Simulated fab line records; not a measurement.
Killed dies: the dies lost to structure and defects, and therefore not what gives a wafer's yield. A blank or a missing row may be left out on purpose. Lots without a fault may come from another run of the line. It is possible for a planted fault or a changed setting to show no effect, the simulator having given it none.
Matching of chambers    flow n5-finfet    rie-diel-02 running N5_PMOS_HMC_CHANNEL_EPI_ETCH_32: 4 sister chambers
The step etches BARC in N2/H2, stops on SiO2, target depth 85.8 nm, time 50.3 s. 16 wafers are shown with their chamber, then 8 later ones without.

WAFERS WITH THEIR CHAMBER
wafer   chamber  showerhead-plenum-p-Torr (Torr)  drypump-motor-current-A (A)  throttle-valve-pct (%)
L074.2  1        2.42                             5.6                          18.52
L074.3  2        2.40                             5.0                          17.79
L074.4  0        2.66                             5.2                          18.00
L076.1  1        2.42                             5.7                          18.54
L076.3  3        2.67                             5.5                          17.97
L076.4  2        2.40                             5.0                          17.77
L081.1  1        2.42                             5.7                          18.54
L081.2  2        2.40                             5.0                          17.80
L081.3  3        2.67                             5.5                          18.00
L084.1  3        2.66                             5.5                          18.01
L084.3  1        2.42                             5.6                          18.54
L084.6  0        2.65                             5.2                          18.03
L087.2  2        2.39                             5.0                          17.80
L087.4  0        2.65                             5.2                          18.03
L087.6  2        2.39                             5.0                          17.81
L090.1  0        2.65                             5.2                          18.04

SIGNATURES (averages over the wafers above)
reading                   chamber 0  chamber 1  chamber 2  chamber 3  scatter within a chamber
showerhead-plenum-p-Torr  2.6525     2.4200     2.3960     2.6667     0.00467
drypump-motor-current-A   5.200      5.650      5.000      5.500      0.0289
throttle-valve-pct        18.0250    18.5350    17.7940    17.9933    0.0158
Rule: for each reading, subtract the chamber's mean from the wafer's reading, divide by that reading's scatter and square the result; add these up over the readings and take the root, which gives the wafer's distance from the chamber. If the next closest chamber is less than 2 further off than the closest, the wafer can't be placed; otherwise it belongs to the closest. The scatter: take each reading less its chamber's mean, square it, sum over the shown wafers, divide by the number of wafers less the number of chambers, and take the root.

WAFERS WHOSE CHAMBER IS MISSING
wafer   showerhead-plenum-p-Torr (Torr)  drypump-motor-current-A (A)  throttle-valve-pct (%)
L090.3  2.41                             5.6                          18.57
L090.5  2.66                             5.5                          18.03
L091.2  2.66                             5.5                          18.04
L091.3  2.64                             5.2                          18.05
L091.4  2.66                             5.5                          18.04
L093.2  2.64                             5.2                          18.07
L093.4  2.64                             5.2                          18.06
L093.6  2.41                             5.7                          18.56

WHICH CHAMBER EACH WENT THROUGH
wafer   from the rows above  in truth
L090.3  1                    1
L090.5  3                    3
L091.2  3                    3
L091.3  0                    0
L091.4  3                    3
L093.2  0                    0
L093.4  0                    0
L093.6  1                    1
8 of 8 placed correctly. Number that these rows cannot place: 0. Number placed wrongly: 0.
